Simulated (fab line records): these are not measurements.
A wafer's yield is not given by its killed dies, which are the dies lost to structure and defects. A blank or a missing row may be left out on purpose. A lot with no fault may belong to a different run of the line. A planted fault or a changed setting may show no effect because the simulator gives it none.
Split-lot trial / flow n5-finfet / 21 wafers read across 7 lots, on a route 1938 steps long

## ABOUT THE SPLIT
At N5_BEOL_M9_EXPOSE_25 (exposes mask V8), the setting dose-mj was moved away from the recipe's 37.25 on 3 of the 21 wafers read, by -4.8% to +5.7%. The other wafers ran this setting at the recipe's value.

## FROM THE SPLIT TO THE READING: what the file shows between them, 2 steps
- N5_BEOL_M9_PEB_26: peb time 60 s
- N5_BEOL_M9_DEVELOP_27: develop time 30 s

## THE READING
cd-nm (nm) at N5_BEOL_M9_CD_MEAS_28, where the cd target is 70 nm. On this fab line, fault-free wafers typically give 70.11 nm with a standard deviation of 0.26 nm.

wafer=L076.1; tool, chamber at the split=euv-scanner-01, 0; dose-mj as run=37.25; against the recipe=recipe; cd-nm, nm=70.32; against lot-mates on the recipe=-
wafer=L076.3; tool, chamber at the split=euv-scanner-01, 0; dose-mj as run=37.25; against the recipe=recipe; cd-nm, nm=70.12; against lot-mates on the recipe=-
wafer=L076.5; tool, chamber at the split=euv-scanner-01, 0; dose-mj as run=37.25; against the recipe=recipe; cd-nm, nm=69.82; against lot-mates on the recipe=-
wafer=L080.1; tool, chamber at the split=euv-scanner-01, 0; dose-mj as run=37.25; against the recipe=recipe; cd-nm, nm=70.48; against lot-mates on the recipe=-
wafer=L080.2; tool, chamber at the split=euv-scanner-01, 0; dose-mj as run=37.25; against the recipe=recipe; cd-nm, nm=70.10; against lot-mates on the recipe=-
wafer=L080.3; tool, chamber at the split=euv-scanner-01, 0; dose-mj as run=37.25; against the recipe=recipe; cd-nm, nm=70.31; against lot-mates on the recipe=-
wafer=L081.2; tool, chamber at the split=euv-scanner-01, 0; dose-mj as run=37.25; against the recipe=recipe; cd-nm, nm=70.37; against lot-mates on the recipe=-
wafer=L081.3; tool, chamber at the split=euv-scanner-01, 0; dose-mj as run=37.25; against the recipe=recipe; cd-nm, nm=69.98; against lot-mates on the recipe=-
wafer=L081.5; tool, chamber at the split=euv-scanner-01, 0; dose-mj as run=37.25; against the recipe=recipe; cd-nm, nm=69.93; against lot-mates on the recipe=-
wafer=L089.1; tool, chamber at the split=euv-scanner-01, 0; dose-mj as run=39.36; against the recipe=+5.7%; cd-nm, nm=71.50; against lot-mates on the recipe=+0.96
wafer=L089.2; tool, chamber at the split=euv-scanner-01, 0; dose-mj as run=37.25; against the recipe=recipe; cd-nm, nm=70.63; against lot-mates on the recipe=-
wafer=L089.4; tool, chamber at the split=euv-scanner-01, 0; dose-mj as run=37.25; against the recipe=recipe; cd-nm, nm=70.46; against lot-mates on the recipe=-
wafer=L088.3; tool, chamber at the split=euv-scanner-02, 0; dose-mj as run=35.48; against the recipe=-4.8%; cd-nm, nm=69.01; against lot-mates on the recipe=-1.17
wafer=L088.4; tool, chamber at the split=euv-scanner-02, 0; dose-mj as run=37.25; against the recipe=recipe; cd-nm, nm=70.15; against lot-mates on the recipe=-
wafer=L088.5; tool, chamber at the split=euv-scanner-02, 0; dose-mj as run=37.25; against the recipe=recipe; cd-nm, nm=70.20; against lot-mates on the recipe=-
wafer=L097.1; tool, chamber at the split=euv-scanner-01, 0; dose-mj as run=37.25; against the recipe=recipe; cd-nm, nm=70.10; against lot-mates on the recipe=-
wafer=L097.2; tool, chamber at the split=euv-scanner-01, 0; dose-mj as run=37.25; against the recipe=recipe; cd-nm, nm=70.32; against lot-mates on the recipe=-
wafer=L097.4; tool, chamber at the split=euv-scanner-01, 0; dose-mj as run=39.08; against the recipe=+4.9%; cd-nm, nm=71.06; against lot-mates on the recipe=+0.85
wafer=L095.2; tool, chamber at the split=euv-scanner-02, 0; dose-mj as run=37.25; against the recipe=recipe; cd-nm, nm=69.50; against lot-mates on the recipe=-
wafer=L095.4; tool, chamber at the split=euv-scanner-02, 0; dose-mj as run=37.25; against the recipe=recipe; cd-nm, nm=69.90; against lot-mates on the recipe=-
wafer=L095.5; tool, chamber at the split=euv-scanner-02, 0; dose-mj as run=37.25; against the recipe=recipe; cd-nm, nm=69.60; against lot-mates on the recipe=-

THE FIT
A straight line over all 21 wafers: cd-nm changes by +0.225 nm for each +1% of dose-mj; r = +0.84; the points scatter about the line by 0.29 nm.
The same after taking each lot's own level away (the mean of its wafers on the recipe; 21 wafers): +0.194 nm for each +1%; r = +0.92; scatter 0.17 nm.
According to that fit, moving dose-mj by its largest amount changes the reading by 1.1 nm.
From 69.667 to 70.545 nm: that is the span of the lots' own levels, equal to 3.4 times the standard deviation above.
Hence the slope depends on the lot-to-lot level, as the two fits are not the same.
Check: with one of the wafers moved furthest among these (+5.7%) left out of the fit, the line predicts +1.16 nm for it against its lot-mates. Against them it came out at +0.955 nm.

## FURTHER SPLITS ON THESE WAFERS
Note: prior to the reading, these wafers also went through further splits. Each is held against what the fit with the lots' levels taken away leaves over:
other split on the same wafers=N5_BEOL_M8_ILD_DEP_00 time-s; wafers away from the commonest value=8; r with cd-nm (lot level and that fit taken away)=+0.02
other split on the same wafers=N5_BEOL_M9_COAT_22 spin-rpm; wafers away from the commonest value=4; r with cd-nm (lot level and that fit taken away)=-0.14

## FILE'S OWN FIT
cd-nm changes by +0.191 nm for each +1% of dose-mj, r = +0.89.
